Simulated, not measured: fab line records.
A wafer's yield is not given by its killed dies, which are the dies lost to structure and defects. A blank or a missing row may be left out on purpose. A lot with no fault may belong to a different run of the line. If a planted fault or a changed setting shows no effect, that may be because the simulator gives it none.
What tool caused it? + flow nand_harc + 38 wafers sampled from 13 lots at 1 step of a route of 1302

## WHAT EACH GAUGE READ, for each wafer
NHARC_A_SLIT_INSPECT_11. Usual: raw_defect_count reads 57 (standard deviation 28).
| lot  | measured     | on                | raw_defect_count | flag |
|------|--------------|-------------------|------------------|------|
| L306 | day 19 12:05 | defect_inspect-01 | 10 27 22         |      |
| L310 | day 20 21:13 | defect_inspect-01 | 98 114 105       |      |
| L308 | day 20 21:22 | defect_inspect-02 | 58 60 48         |      |
| L309 | day 20 21:53 | defect_inspect-02 | 24 22 18         |      |
| L311 | day 22 06:37 | defect_inspect-01 | 67 65 75         |      |
| L312 | day 22 06:47 | defect_inspect-02 | 66 55 74         |      |
| L319 | day 24 17:38 | defect_inspect-02 | 77 79 80         |      |
| L320 | day 25 04:23 | defect_inspect-01 | 56 49            |      |
| L321 | day 25 10:32 | defect_inspect-02 | 41 58 46         |      |
| L323 | day 26 01:54 | defect_inspect-02 | 59 56 51         |      |
| L325 | day 27 08:13 | defect_inspect-02 | 73 61 74         |      |
| L327 | day 28 09:35 | defect_inspect-02 | 77 87 70         |      |
| L326 | day 28 11:43 | defect_inspect-02 | 47 37 37         |      |

## WHICH TOOL RAN EACH LOT (tool, then ch and the chambers of the sampled wafers, then the start)
No process step before these readings appears in the record.

## WHAT THE TOOLS THEMSELVES READ (means of the sampled wafers that have a number; where no wafer has one, the mark that the record gives instead)
The record holds no such reading with a usual standard deviation.

## THE ANSWER, worked out from the rows above alone
Rule: lot off if the mean of its wafers having a number is beyond 3 standard deviations from the usual mean. Also off: a lot with no number at a reading for which 4 or more lots have one. All remaining lots with rows at the step are treated as sound. The gauges are gone through in route order, then the tools' own readings, and for those a lot's mean is taken as printed above. The first step at which some lot is off is used, and at that step the reading that is off furthest; a lot without a number counts as furthest.
Across all readings shown, no lot is off: no conclusion can be drawn from this.

## WHAT HAD BEEN PUT IN BY THE SIMULATOR
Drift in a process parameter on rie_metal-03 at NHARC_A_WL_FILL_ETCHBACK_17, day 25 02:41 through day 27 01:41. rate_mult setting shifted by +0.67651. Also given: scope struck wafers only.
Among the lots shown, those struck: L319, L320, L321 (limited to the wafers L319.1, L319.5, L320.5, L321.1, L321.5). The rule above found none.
